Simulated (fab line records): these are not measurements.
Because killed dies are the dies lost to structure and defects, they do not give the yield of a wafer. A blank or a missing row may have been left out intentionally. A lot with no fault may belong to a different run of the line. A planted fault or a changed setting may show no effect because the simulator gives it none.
Matching of chambers / flow n5-finfet / 3 sister chambers for N5_BEOL_M6_CVD_78 on cvd-co-01
The step deposits Co from CCTBA/H2, target thk 2 nm, time 142.3 s. 6 wafers are shown with their chamber, then 7 later ones without.

== WAFERS, EACH WITH ITS CHAMBER ==
wafer=L395.1; chamber=1; run-length-s (s)=164.3
wafer=L395.5; chamber=2; run-length-s (s)=165.6
wafer=L397.1; chamber=1; run-length-s (s)=164.9
wafer=L397.6; chamber=0; run-length-s (s)=165.4
wafer=L396.2; chamber=0; run-length-s (s)=164.9
wafer=L396.3; chamber=2; run-length-s (s)=165.0

== WAFERS MISSING THEIR CHAMBER ==
wafer=L396.4; run-length-s (s)=164.3
wafer=L405.2; run-length-s (s)=165.8
wafer=L405.3; run-length-s (s)=164.3
wafer=L405.5; run-length-s (s)=164.4
wafer=L406.1; run-length-s (s)=165.0
wafer=L406.6; run-length-s (s)=165.0
wafer=L407.6; run-length-s (s)=165.0

== CHAMBER TAKEN BY EACH ==
wafer=L396.4; from the rows above=can't be placed: 1 or 0 or 2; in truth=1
wafer=L405.2; from the rows above=can't be placed: 2 or 0 or 1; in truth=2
wafer=L405.3; from the rows above=can't be placed: 1 or 0 or 2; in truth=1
wafer=L405.5; from the rows above=can't be placed: 1 or 0 or 2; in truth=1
wafer=L406.1; from the rows above=can't be placed: 0 or 2 or 1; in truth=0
wafer=L406.6; from the rows above=can't be placed: 0 or 2 or 1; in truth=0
wafer=L407.6; from the rows above=can't be placed: 0 or 2 or 1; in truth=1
Correctly placed: 0 of 7. Can't be placed from these rows: 7 (the true chamber is among the candidates in 7). Wrongly placed: 0.
How it was worked out, from the rows above alone: a wafer's distance from a chamber is the root of the sum, over the readings, of the square of ((its reading less the chamber's mean) divided by the reading's scatter). The wafer belongs to the nearest chamber; if the next one is less than 2 further off, it can't be placed. Each chamber's mean is taken over the wafers shown for it. How the scatter is found: for the shown wafers, subtract from each reading the mean of its chamber, square and add these, divide the total by (wafers less chambers), then take the root.
